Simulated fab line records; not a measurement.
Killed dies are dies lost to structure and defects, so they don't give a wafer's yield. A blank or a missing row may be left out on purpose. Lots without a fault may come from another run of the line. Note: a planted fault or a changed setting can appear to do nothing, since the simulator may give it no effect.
fab line records | flow n5_finfet
record: lots: 3 | wafers: 9 | last_day: 17
route steps=1938 shown DUMMY_GATE@248 SPACER0@258 SD_EPI_N@262 BEOL_M4@1111 PASSIVATION@1936
lots that met no fault: from a run of the same line without faults
start_h: hours from the record's opening day to when the first of the lot's shown wafers began | wait_h: time in hours since the lot's previous step | " unchanged from the row above | L1.1+2: one row covering several wafers at once | - either no value or no given start | * or withheld: withheld | < > ~ a bound
route shown NAME@n: names a module that has steps shown in the file, with the first one's number in the route | usual: mean and standard deviation over wafers with no fault | same: alike in all rows | chamber/n: place in a boat | sites: the reading at each site | _std_site: standard deviation of those values | _edge_site: outer sites' mean less inner sites' | radius_mm: for every site, how far away it sits from the centre of the wafer | mask NAME#n: copy n | behind: the tool/chamber that last shaped the wafer | hold: the reason the lot was held/the length of the hold in hours/how it ended | device: which transistor (n, p or np) failed to switch | end of line: at the end of the route, the tests of the same wafers | a step without rows: its recipe alone | killed: dies lost to structure and defects at the first sort, not the wafer's yield | map: the dies of a wafer, with x for killed, . for not killed, _ for no die there
set.NAME: the setting that was run; set.NAME@STEP: the one run at that earlier step | model.NAME: the simulator's own value behind a step, which no gauge read
a table for each step, a row for each wafer; lots at some steps of the route
services: from which hour (start_h, from the record's first day; less than 0 if before it) a tool's chamber was out of use, for how many hours, and why
== steps ==
step: N5_DUMMY_GATE_ETCH_44
recipe: chemistry: HBr/O2 | over_etch_frac: 0.7 | target_depth_a: 1275 | stop_on: SiO2 | ion_energy_ev: 60 | bias_w: 20 | target: poly-Si | mask_material: SiO2 | pressure_mtorr: 20 | icp_w: 400 | HBr_flow_sccm: 120 | O2_flow_sccm: 10
step: N5_DUMMY_GATE_ETCH_42
recipe: chemistry: CHF3/O2 | target: SiO2 | target_depth_a: 35 | time_s: 31 | ion_energy_ev: 30 | bias_w: 12 | pressure_mtorr: 30 | source_w: 600 | Ar_flow_sccm: 200 | CHF3_flow_sccm: 50 | O2_flow_sccm: 5
step: N5_DUMMY_GATE_STRIP_48
recipe: chemistry: N2/H2 | time_s: 20 | power_w: 100 | temp_c: 40 | pressure_mtorr: 100 | rf_frequency_hz: 6e+07 | bias_power_w: 3 | n2_flow_sccm: 300 | h2_flow_sccm: 300
step: N5_DUMMY_GATE_PRECLEAN_33
recipe: chemistry: dHF | time_s: 10 | dilution: 750:1 | temp_c: 25
step: N5_DUMMY_GATE_PRECLEAN_25
recipe: chemistry: O3/DIW | time_s: 45 | temp_c: 22 | o3_ppm: 10
step: N5_DUMMY_GATE_PRECLEAN_51
recipe: chemistry: SC2 | time_s: 45 | temp_c: 35 | mix: 1:1:50
step: N5_DUMMY_GATE_SRD_26
recipe: dry: ipa_marangoni | time_s: 30 | temp_c: 23 | rinse_liquid: diw
step: N5_DUMMY_GATE_UV_OZONE_45
recipe: time_s: 120 | pressure_torr: 760 | temp_c: 25
step: N5_SPACER0_ALD_07
recipe: material: SiNx | target_thk_a: 20 | temp_c: 400 | ald_precursor_family: SiH2I2 | ald_co_reactant: N2/H2-plasma | pressure_torr: 2
step: N5_SPACER0_ALD_00
recipe: material: SiOCN | target_thk_a: 35 | temp_c: 400 | ald_precursor_family: alkyl-aminosilane | ald_co_reactant: O2/N2-plasma | pulse_time_s: 3 | purge_time_s: 2 | co_reactant_purge_time_s: 2 | ald_cycles: 58 | pressure_torr: 2
step: N5_SPACER0_ALD_08
recipe: material: SiNx | target_thk_a: 20 | temp_c: 400 | ald_precursor_family: SiH2I2 | ald_co_reactant: N2/H2-plasma | pressure_torr: 2
usual: heater_power_outer_w: 494/63 | heater_power_w: 803/83
lot.wafer | tool       | chamber | start_h | wait_h | heater_power_outer_w | heater_power_w | model.SiNx_of_SPACER0_ALD_08.thk_nm
L936.2    | ald_sin-01 | 0       | 79.58   | 0.1    | 508                  | 747            | 2
L936.3    | "          | 1       | "       | "      | 496                  | 854            | 2
L936.6    | "          | 0       | "       | "      | 518                  | 761            | 2
L941.2    | ald_sin-04 | 0       | 109.54  | 0.1    | 428                  | 750            | 2
L941.4    | "          | 3       | "       | "      | 367                  | 662            | 2
L941.6    | "          | 1       | "       | "      | 583                  | 881            | 2
L951.1    | ald_sin-01 | 3       | 169.49  | 0.1    | 519                  | 828            | 2
L951.2    | "          | 0       | "       | "      | 503                  | 723            | 3.6
L951.5    | "          | 0       | "       | "      | 503                  | 731            | 3.6
step: N5_SD_EPI_N_COAT_32
recipe: resist: SOC | temp_c: 250 | time_s: 60 | spin_rpm: 1500 | resist_thk_nm: 350
step: N5_SD_EPI_N_COAT_33
recipe: resist: SiARC | temp_c: 220 | time_s: 60 | spin_rpm: 1500 | resist_thk_nm: 35
step: N5_SD_EPI_N_COAT_03
recipe: resist: CAR-ArF-block | spin_rpm: 1500 | resist_thk_nm: 150
step: N5_SD_EPI_N_EBR_05
recipe: solvent: PGMEA | ebr_width_mm: 1.5
step: N5_SD_EPI_N_SOFTBAKE_04
recipe: temp_c: 110 | time_s: 60 | resist: CAR-ArF-block
step: N5_SD_EPI_N_EXPOSE_06
recipe: mask_id: SD_N_BLK | na: 1.35 | source_shape: conventional | sigma_outer: 0.8 | polarization: unpolarized | target_cd_nm: 120 | dose_mj: 39.75
step: N5_SD_EPI_N_PEB_07
recipe: peb_temp_c: 110 | peb_time_s: 60 | resist: CAR-ArF-block
step: N5_SD_EPI_N_DEVELOP_08
recipe: develop_time_s: 30 | developer: TMAH | resist: CAR-ArF-block | dev_temp_c: 23 | rinse_liquid: diw | dry: air_spin
step: N5_SD_EPI_N_DESCUM_14
recipe: chemistry: O2 | time_s: 7.9 | source_power_w: 50 | bias_power_w: 20 | pressure_mtorr: 20 | rf_frequency_hz: 2.712e+07 | temp_c: 40 | resist: CAR-ArF-block | o2_flow_sccm: 225
step: N5_SD_EPI_N_ETCH_34
recipe: chemistry: CF4 | target: SiARC | target_depth_a: 455 | mask_material: CAR-ArF-block | time_s: 75.8 | ion_energy_ev: 80 | pressure_mtorr: 40 | source_w: 545 | bias_w: 36 | Ar_flow_sccm: 100 | cf4_flow_sccm: 100 | ends: cleared
step: N5_SD_EPI_N_ETCH_35
recipe: chemistry: N2/H2 | target: SOC | overetch_a: 1080 | mask_material: SiARC | temp_c: 40 | ion_energy_ev: 100 | source_w: 3000 | bias_w: 133 | pressure_mtorr: 20 | time_s: 486 | n2_flow_sccm: 200 | h2_flow_sccm: 200
step: N5_SD_EPI_N_STRIP_36
recipe: chemistry: N2/H2 | temp_c: 40 | n2_flow_sccm: 200 | h2_flow_sccm: 200 | rf_frequency_hz: 6e+07
step: N5_SD_EPI_N_ETCHBACK_44
recipe: chemistry: CH3F/O2 | mode: anisotropic_etchback | target: SiNx | target_depth_a: 145 | stop_on: SiO2 | over_etch_frac: 0.3 | ion_energy_ev: 120 | pressure_mtorr: 30 | source_w: 395 | bias_w: 73 | Ar_flow_sccm: 150 | CH3F_flow_sccm: 30 | O2_flow_sccm: 20
step: N5_SD_EPI_N_ETCH_45
recipe: chemistry: CH3F/O2 | target: SiOCN | target_depth_a: 60 | mask_material: SOC | ion_energy_ev: 60 | bias_w: 29 | pressure_mtorr: 15 | source_w: 410 | Ar_flow_sccm: 150 | CH3F_flow_sccm: 30 | O2_flow_sccm: 20
step: N5_SD_EPI_N_ETCH_16
recipe: chemistry: CHF3/O2 | target: SiO2 | target_depth_a: 50 | mask_material: SOC | pressure_mtorr: 30 | source_w: 650 | bias_w: 170 | Ar_flow_sccm: 200 | CHF3_flow_sccm: 50 | O2_flow_sccm: 5 | ion_energy_ev: 200
step: N5_SD_EPI_N_STRIP_47
recipe: chemistry: CHF3/O2 | resist: SiARC | rf_frequency_hz: 6e+07
step: N5_SD_EPI_N_SD_RECESS_17
recipe: chemistry: HBr/Cl2/O2 | target_depth_a: 410 | mask_material: SOC | time_s: 23.7 | bt_time_s: 3 | pressure_mtorr: 10 | icp_w: 800 | bias_w: 112 | HBr_flow_sccm: 150 | Cl2_flow_sccm: 80 | O2_flow_sccm: 12
step: N5_SD_EPI_N_STRIP_38
recipe: chemistry: N2/H2 | power_w: 1000 | temp_c: 250 | h2_frac: 0.65 | overash_fraction: 0.3 | pressure_mtorr: withheld | n2_flow_sccm: 1750 | h2_flow_sccm: 3250
step: N5_SD_EPI_N_WET_ETCH_43
recipe: chemistry: dHF | dilution: withheld | time_s: 14 | target: SiO2 | target_depth_a: 15 | temp_c: 25
lot.wafer  | tool         | chamber | start_h | wait_h | model.SiNx_of_SPACER0_ALD_08.thk_nm
L936.2+3+6 | wet_bench-01 | 0,7,4   | 80.97   | -      | 1.6
L941.2+4+6 | wet_bench-04 | 6,4,1   | 110.95  | -      | 1.6
L951.1     | wet_bench-02 | 0       | 170.87  | -      | 1.6
L951.2+5   | "            | 5,1     | "       | "      | 3
step: N5_SD_EPI_N_STRIP_18
recipe: chemistry: SPM | time_s: 750 | temp_c: 130 | h2so4_h2o2_vol_ratio: 4
step: N5_SD_EPI_N_SRD_20
recipe: dry: ipa_marangoni | do_ppb: 5 | time_s: 30 | temp_c: 23 | rinse_liquid: diw
step: N5_SD_EPI_N_PRECLEAN_48
recipe: chemistry: NF3:NH3 | afs_cycles: 2 | temp_c: 30 | time_s: 20 | sublimation_temp_c: 180 | sublimation_time_s: 60 | pressure_torr: 3 | rf_power_w: 30
step: N5_SD_EPI_N_VAPOR_ETCH_50
recipe: chemistry: HCl | target: Si | temp_c: 775 | time_s: 54 | pressure_torr: 20 | mode: isotropic
step: N5_SD_EPI_N_EPI_21
recipe: material: Si:P | dopant: P | temp_c: 680 | pressure_torr: 255 | time_s: 690
step: N5_BEOL_M4_RC_MEAS_101
usual: DIBL_N: 36.5/2 | DIBL_P: 36.5/2.3 | IOFF_N: 0.16/0.036 | IOFF_P: 0.21/0.037 | IOFF_P_85C: 3.7/0.54 | IOFF_P_LIN: 0.099/0.013 | ION_N: 672/12 | ION_P: 459/7.1 | REXT_N: 75.8/1.5 | REXT_P: 100.6/1.8 | SS_N: 71.6/0.73 | SS_P: 73.4/0.76 | VT_N: 250/3.3 | VT_N_LVT: 98/3.5 | VT_P: -250.5/2.9 | VT_P_LVT: -99.0/2.9
lot.wafer | tool      | chamber | start_h | wait_h | DIBL_N[mV/V] | DIBL_P[mV/V] | IOFF_N[nA/um] | IOFF_P[nA/um] | IOFF_P_85C[nA/um] | IOFF_P_LIN[nA/um] | ION_N[uA/um] | ION_P[uA/um] | REXT_N[ohm.um] | REXT_P[ohm.um] | SS_N[mV/dec] | SS_P[mV/dec] | VT_N[mV] | VT_N_LVT[mV] | VT_P[mV] | VT_P_LVT[mV]
L936.2    | prober-01 | 0       | 195.08  | 0.2    | 33.8         | 33.6         | 0.12          | 0.17          | 3.1               | 0.085             | 663          | 459          | 75.8           | 102.6          | 70.6         | 72.7         | 254      | 101          | -252.6   | -99.8
L936.3    | "         | 0       | "       | "      | 33.8         | 33.8         | 0.13          | 0.18          | 3.2               | 0.090             | 676          | 461          | 74.8           | 101.3          | 70.0         | 73.0         | 251      | 99           | -252.3   | -98.6
L936.6    | "         | 0       | "       | "      | 34.6         | 33.9         | 0.13          | 0.17          | 3.1               | 0.084             | 670          | 459          | 75.1           | 104.2          | 70.1         | 73.0         | 255      | 101          | -252.6   | -101.3
L941.2    | prober-01 | 0       | 230.02  | 0.2    | 36.3         | 37.2         | 0.16          | 0.21          | 3.7               | 0.102             | 665          | 459          | 76.9           | 102.1          | 71.8         | 73.7         | 253      | 100          | -249.4   | -99.6
L941.4    | "         | 0       | "       | "      | 34.7         | 35.6         | 0.14          | 0.20          | 3.5               | 0.098             | 671          | 463          | 77.0           | 102.1          | 71.6         | 72.3         | 252      | 101          | -250.4   | -100.1
L941.6    | "         | 0       | "       | "      | 37.3         | 37.0         | 0.18          | 0.23          | 3.8               | 0.104             | 652          | 449          | 78.0           | 102.3          | 72.4         | 73.4         | 252      | 101          | -250.0   | -99.3
L951.1    | prober-02 | 0       | 297.75  | 0.0    | 35.9         | 35.4         | 0.14          | 0.17          | 3.0               | 0.083             | 673          | 456          | 72.5           | 99.8           | 71.2         | 73.2         | 253      | 100          | -256.2   | -103.8
L951.2    | "         | 0       | "       | "      | 29.9         | 30.6         | 0.07          | 0.09          | 1.7               | 0.049             | 607          | 413          | 92.0           | 122.6          | 70.4         | 71.7         | 265      | 114          | -268.2   | -116.3
L951.5    | "         | 0       | "       | "      | 31.3         | 32.3         | 0.08          | 0.10          | 1.9               | 0.053             | 625          | 418          | 93.1           | 125.7          | 70.1         | 72.1         | 262      | 110          | -266.3   | -115.7
step: N5_PASSIVATION_PROBE_49
usual: defect_limited_yield: 91.4/1.4 | killed_at_M0_to_M3: 33/11 | killed_at_M4_up: 13/5.3 | killed_at_contacts: 13/6.1 | killed_at_front_end: 40/11 | killed_at_other: 2.9/2.7 | killed_dies: 102/17 | killed_open: 68/13 | killed_short: 32/7.5 | sort_bin_5_function: 5.1/0.98 | sort_bin_6_memory: 3.2/0.69 | sort_bin_8_speed: 0.1/1.1 | sort_n_pass: 1077/21 | sort_yield_pct: 91.3/1.7
same: gross_dies: 1180 | killed_at_back_side: 0 | sort_bin_4_leakage[%]: 0
lot.wafer | tool      | chamber | start_h | wait_h | defect_limited_yield[%] | killed_at_M0_to_M3 | killed_at_M4_up | killed_at_contacts | killed_at_front_end | killed_at_other | killed_dies | killed_open | killed_short | sort_bin_5_function[%] | sort_bin_6_memory[%] | sort_bin_8_speed[%] | sort_n_pass | sort_yield_pct[%]
L936.2    | prober-02 | -       | 316.22  | 0.1    | 88.2                    | 32                 | 14              | 18                 | 73                  | 2               | 139         | 101         | 37           | 7.2                    | 4.3                  | 0                   | 1041        | 88.2
L936.3    | prober-02 | -       | 316.27  | 0.1    | 91.0                    | 25                 | 12              | 10                 | 51                  | 8               | 106         | 68          | 37           | 5.5                    | 3.1                  | 0                   | 1074        | 91.0
L936.6    | prober-02 | -       | 316.42  | 0.3    | 89.0                    | 55                 | 6               | 12                 | 55                  | 2               | 130         | 97          | 33           | 6.8                    | 4.2                  | 0                   | 1050        | 89.0
L941.2    | prober-01 | -       | 343.61  | 0.1    | 92.5                    | 26                 | 17              | 25                 | 21                  | 0               | 89          | 66          | 21           | 4.4                    | 3.1                  | 0                   | 1091        | 92.5
L941.4    | prober-01 | -       | 343.71  | 0.2    | 92.5                    | 21                 | 10              | 25                 | 30                  | 3               | 89          | 58          | 30           | 5.1                    | 1.9                  | 0                   | 1091        | 92.5
L941.6    | prober-01 | -       | 343.81  | 0.3    | 93.0                    | 16                 | 16              | 19                 | 31                  | 1               | 83          | 53          | 28           | 4.4                    | 2.4                  | 0                   | 1097        | 93.0
L951.1    | prober-01 | -       | 408.97  | 0.0    | 92.3                    | 34                 | 9               | 18                 | 21                  | 9               | 91          | 68          | 22           | 4.6                    | 3.1                  | 0                   | 1089        | 92.3
L951.2    | prober-01 | -       | 409.02  | 0.1    | 90.3                    | 53                 | 9               | 16                 | 33                  | 4               | 115         | 84          | 30           | 5.3                    | 4.2                  | 89.9                | 4           | 0.3
L951.5    | prober-01 | -       | 409.17  | 0.2    | 90.4                    | 45                 | 20              | 21                 | 26                  | 1               | 113         | 82          | 28           | 6.1                    | 3.3                  | 82.8                | 90          | 7.6
killed by level:class
L936.2 FIN_SAQP:geometric_particle:open=27 STI_FIN_REVEAL:geometric_particle:open=17 MOL_CONTACT_COAG:geometric_particle:open=15 FIN_SAQP:geometric_particle:short=10 BEOL_M2:geometric_particle:open=9 BEOL_M3:geometric_particle:open=7 DUMMY_GATE:geometric_particle:open=5 BEOL_M0_SAQP:geometric_particle:short=5
L936.3 FIN_SAQP:geometric_particle:open=22 BEOL_M0_SAQP:geometric_particle:open=9 STI_FIN_REVEAL:geometric_particle:open=7 FIN_SAQP:geometric_particle:short=6 BEOL_M0_SAQP:geometric_particle:short=6 MOL_CONTACT_COAG:geometric_particle:open=5 MOL_CONTACT_COAG:geometric_particle:short=5 BEOL_M4:geometric_particle:short=4
L936.6 STI_FIN_REVEAL:geometric_particle:open=18 BEOL_M2:geometric_particle:open=16 BEOL_M0_SAQP:geometric_particle:open=14 MOL_CONTACT_COAG:geometric_particle:open=11 GATE_CUT:geometric_particle:short=7 BEOL_M2:geometric_particle:short=7 BEOL_M3:geometric_particle:open=7 FIN_SAQP:geometric_particle:open=6
L941.2 MOL_CONTACT_COAG:geometric_particle:open=21 BEOL_M0_SAQP:geometric_particle:open=9 BEOL_M1:geometric_particle:open=7 BEOL_M0_SAQP:geometric_particle:short=5 FIN_SAQP:geometric_particle:open=4 MOL_CONTACT_COAG:geometric_particle:short=4 BEOL_M11:geometric_particle:open=4 DUMMY_GATE:geometric_particle:open=3
L941.4 MOL_CONTACT_COAG:geometric_particle:open=20 FIN_SAQP:geometric_particle:short=10 BEOL_M2:geometric_particle:open=8 GATE_CUT:geometric_particle:short=6 MOL_CONTACT_COAG:geometric_particle:short=5 BEOL_M3:geometric_particle:open=4 FIN_SAQP:geometric_particle:open=3 STI_FIN_REVEAL:geometric_particle:open=3
L941.6 MOL_CONTACT_COAG:geometric_particle:open=17 FIN_SAQP:geometric_particle:short=7 BEOL_M4:geometric_particle:short=6 BEOL_M4:geometric_particle:open=6 DUMMY_GATE:geometric_particle:open=5 FIN_SAQP:geometric_particle:open=4 BEOL_M3:geometric_particle:open=4 STI_FIN_REVEAL:geometric_particle:short=3
L951.1 MOL_CONTACT_COAG:geometric_particle:open=17 STI_FIN_REVEAL:geometric_particle:open=9 BEOL_M0_SAQP:geometric_particle:open=9 BEOL_M0_SAQP:geometric_particle:short=6 PASS1_CAP:geometric_particle:open=6 BEOL_M1:geometric_particle:open=5 BEOL_M2:geometric_particle:open=4 BEOL_M3:geometric_particle:open=4
L951.2 BEOL_M2:geometric_particle:open=14 MOL_CONTACT_COAG:geometric_particle:open=12 BEOL_M1:geometric_particle:open=12 STI_FIN_REVEAL:geometric_particle:open=11 BEOL_M0_SAQP:geometric_particle:open=10 BEOL_M0_SAQP:geometric_particle:short=8 DUMMY_GATE:geometric_particle:open=5 BEOL_M3:geometric_particle:open=4
L951.5 MOL_CONTACT_COAG:geometric_particle:open=17 BEOL_M4:geometric_particle:open=11 BEOL_M0_SAQP:geometric_particle:short=9 BEOL_M1:geometric_particle:open=9 BEOL_M2:geometric_particle:open=8 BEOL_M0_SAQP:geometric_particle:open=7 BEOL_M3:geometric_particle:open=6 STI_FIN_REVEAL:geometric_particle:open=5
map L951.2 (x killed, . not)
_________________.x......x.xx________________
______________..........x......x_____________
___________......................x.__________
__________.........................._________
________..x.x..x.........x.x.........._______
_______x................x..............______
______..........x...........x..........._____
_____...x.......................x........____
____..............x........x...x...x......___
___x..x......x...x.x.........x..........x..__
___x...............xx......................__
__x.............x........x......x.....x....._
__.........x...............x...xx...x.x....._
_...................xxx.....................x
_....x...x..........x...x........xx..........
_.x.......x.....................x...........x
_....x......x....x.....x...............x.x...
_......x.....x......x......x.................
_...x.....x.....................x............
_......x................x.........xx.....x...
_..x..................x...x.......x.......xx.
__x................x........................_
__.......x.................x................_
___x......x..........x........xx.x.......x.__
___..x....................x......x.........__
____................x......x.x............___
_____....x.....x................x........____
______.........................x........_____
_______.x.x........x.....x.............______
________.............................._______
__________......x....x...x.........._________
___________.................x.x....__________
______________....x...x....x...._____________
_________________.....x......________________
map L936.2 (x killed, . not)
_________________x..x....x...________________
______________.....x........x..._____________
___________.x.....x.x..............__________
__________.....x...x.............x.._________
________..x.......x..................x_______
_______...x.........x..................______
______.x........x....x..x..x............_____
_____........x......x....................____
____.........x.....x..........x...........___
___..................x...............x.....__
___.x........x....x........x..........x....__
__x...x...............x...x................._
__.......xx...xx.....x.x...................._
_..........................xx.xx..x..........
_.x..........x...x....x..........xx..x.......
_......x.........x.x.................x.....x.
_x.......x....................x....x..x.x....
_....x......x..................x.......xx....
_.....x...............xx..x...xxx....x.x.....
_...x...x...............x.................x..
_....................x......x................
__......x.x...x.x...............x..........._
__...x...............x.x...................._
___...............x...........x.....x.x....__
___x..x....................x...............__
____...x...............x....x.x........x.x___
_____......x..xx......x........x.........____
______..................x..............x_____
_______..x..x.....x.xx......x.....x....______
________..........xx.....x...xx.x....._______
__________.xx.x...............x...x._________
___________...........x....x.xx.x..__________
______________......x..........._____________
_________________....x.......________________
== services ==
tool         | chamber | start_h | hours | kind
ald_sin-01   | 2       | 68.45   | 16.5  | repair
wet_bench-01 | -       | 77.06   | 1.2   | repair
ald_sin-01   | -       | 85.25   | 14.0  | pm
ald_sin-01   | 0       | 85.25   | 14.0  | vent_cycle
ald_sin-01   | 1       | 85.25   | 14.0  | vent_cycle
ald_sin-01   | 2       | 85.25   | 14.0  | vent_cycle
ald_sin-01   | 3       | 85.25   | 14.0  | vent_cycle
ald_sin-01   | 0       | 99.25   | -     | clean
ald_sin-01   | 1       | 99.25   | -     | clean
ald_sin-01   | 2       | 99.25   | -     | clean
ald_sin-01   | 3       | 99.25   | -     | clean
ald_sin-01   | 2       | 109.21  | 3.2   | repair
ald_sin-04   | -       | 112.72  | 2.8   | pm
ald_sin-04   | 3       | 132.14  | 3.9   | repair
== key ==
first_sign: step: N5_BEOL_M4_RC_MEAS_101 | reading: REXT_P | direction: up | sigmas: 13 | usual: 100.6 | struck: 124.2
effect: step: N5_BEOL_M4_RC_MEAS_101 | reading: REXT_N | direction: up | sigmas: 11 | usual: 75.8 | struck: 92.5
effect: step: N5_BEOL_M4_RC_MEAS_101 | reading: ION_P | direction: down | sigmas: 6.2 | usual: 459 | struck: 416
effect: step: N5_BEOL_M4_RC_MEAS_101 | reading: VT_P_LVT | direction: down | sigmas: 5.9 | usual: -99.0 | struck: -116.0
effect: step: N5_BEOL_M4_RC_MEAS_101 | reading: VT_P | direction: down | sigmas: 5.8 | usual: -250.5 | struck: -267.3
effect: step: N5_BEOL_M4_RC_MEAS_101 | reading: ION_N | direction: down | sigmas: 4.6 | usual: 672 | struck: 616
effect: step: N5_BEOL_M4_RC_MEAS_101 | reading: VT_N | direction: up | sigmas: 4.1 | usual: 250 | struck: 263
effect: step: N5_BEOL_M4_RC_MEAS_101 | reading: VT_N_LVT | direction: up | sigmas: 4 | usual: 98 | struck: 112
effect: step: N5_BEOL_M4_RC_MEAS_101 | reading: IOFF_P_LIN | direction: down | sigmas: 3.8 | usual: 0.099 | struck: 0.051
effect: step: N5_BEOL_M4_RC_MEAS_101 | reading: IOFF_P_85C | direction: down | sigmas: 3.4 | usual: 3.7 | struck: 1.8
effect: step: N5_BEOL_M4_RC_MEAS_101 | reading: IOFF_P | direction: down | sigmas: 3.1 | usual: 0.21 | struck: 0.10
effect: step: N5_BEOL_M4_RC_MEAS_101 | reading: DIBL_N | direction: down | sigmas: 3 | usual: 36.5 | struck: 30.6
effect: step: N5_PASSIVATION_PROBE_49 | reading: sort_bin_8_speed | direction: up | sigmas: 82 | usual: 0.1 | struck: 86.4
model_effect: step: N5_SPACER0_ALD_08 | value: SiNx_of_SPACER0_ALD_08.thk_nm | without: 2 | struck: 3.6
model_effect: step: N5_SD_EPI_N_WET_ETCH_43 | value: SiNx_of_SPACER0_ALD_08.thk_nm | without: 1.6 | struck: 3
met_at N5_SPACER0_ALD_08
struck_wafers L951.2,L951.5
onset_between 79.58 169.49
fault: kind: process_parameter_drift | tool: ald_sin-01 | chamber: 0 | onset_h: 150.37 | steps: N5_SPACER0_ALD_08 | channel: target_thk_a | offset: * | shape: step | end_h: 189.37 | acts_in: * | stated: *
